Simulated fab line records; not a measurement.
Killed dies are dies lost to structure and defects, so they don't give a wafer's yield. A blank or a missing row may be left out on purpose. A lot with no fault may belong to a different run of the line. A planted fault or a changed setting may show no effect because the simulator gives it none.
Chamber matching | flow nandHarc | 3 sister chambers for NHARC_P_M0_PRE_CLEAN_31 on pecvd-03
The step time 12 s. 18 wafers are shown with their chamber, then 9 later ones without.

== WAFERS PAIRED WITH THEIR CHAMBERS ==
wafer  | chamber | heaterPowerW (W)
L426.1 | 0       | 773
L426.3 | 2       | 553
L426.5 | 2       | 561
L428.2 | 0       | 791
L428.4 | 2       | 581
L428.5 | 0       | 778
L429.2 | 1       | 543
L429.4 | 1       | 539
L429.5 | 2       | 558
L430.1 | 0       | 694
L430.2 | 2       | 591
L430.6 | 2       | 566
L435.1 | 1       | 648
L435.2 | 0       | 786
L435.5 | 0       | 797
L439.1 | 0       | 669
L439.3 | 2       | 622
L439.4 | 2       | 623

SIGNATURES (averages over the wafers above)
reading      | chamber 0 | chamber 1 | chamber 2 | scatter within a chamber
heaterPowerW | 755.43    | 576.67    | 581.88    | 44.1
Rule: for each reading, subtract the chamber's mean from the wafer's reading, divide by that reading's scatter and square the result; add these up over the readings and take the root, which gives the wafer's distance from the chamber. If the next closest chamber is less than 2 further off than the closest, the wafer can't be placed; otherwise it belongs to the closest. The scatter is the square root of a quotient: the sum, over the shown wafers, of each reading's squared deviation from its chamber's mean, divided by wafers minus chambers.

== WAFERS WITH NO CHAMBER GIVEN ==
wafer  | heaterPowerW (W)
L436.1 | 568
L436.3 | 737
L436.6 | 553
L438.2 | 543
L438.3 | 648
L438.4 | 547
L440.2 | 809
L440.4 | 632
L440.5 | 799

== CHAMBER TAKEN BY EACH ==
wafer  | from the rows above          | in truth
L436.1 | can't be placed: 1 or 2      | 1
L436.3 | 0                            | 0
L436.6 | can't be placed: 1 or 2      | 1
L438.2 | can't be placed: 1 or 2      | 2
L438.3 | can't be placed: 2 or 1 or 0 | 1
L438.4 | can't be placed: 1 or 2      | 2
L440.2 | 0                            | 0
L440.4 | can't be placed: 2 or 1 or 0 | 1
L440.5 | 0                            | 0
Correct placement for 3 of the 9. From these rows, 6 cannot be placed; in 6 the true chamber is one of the candidates. 0 placed wrongly.
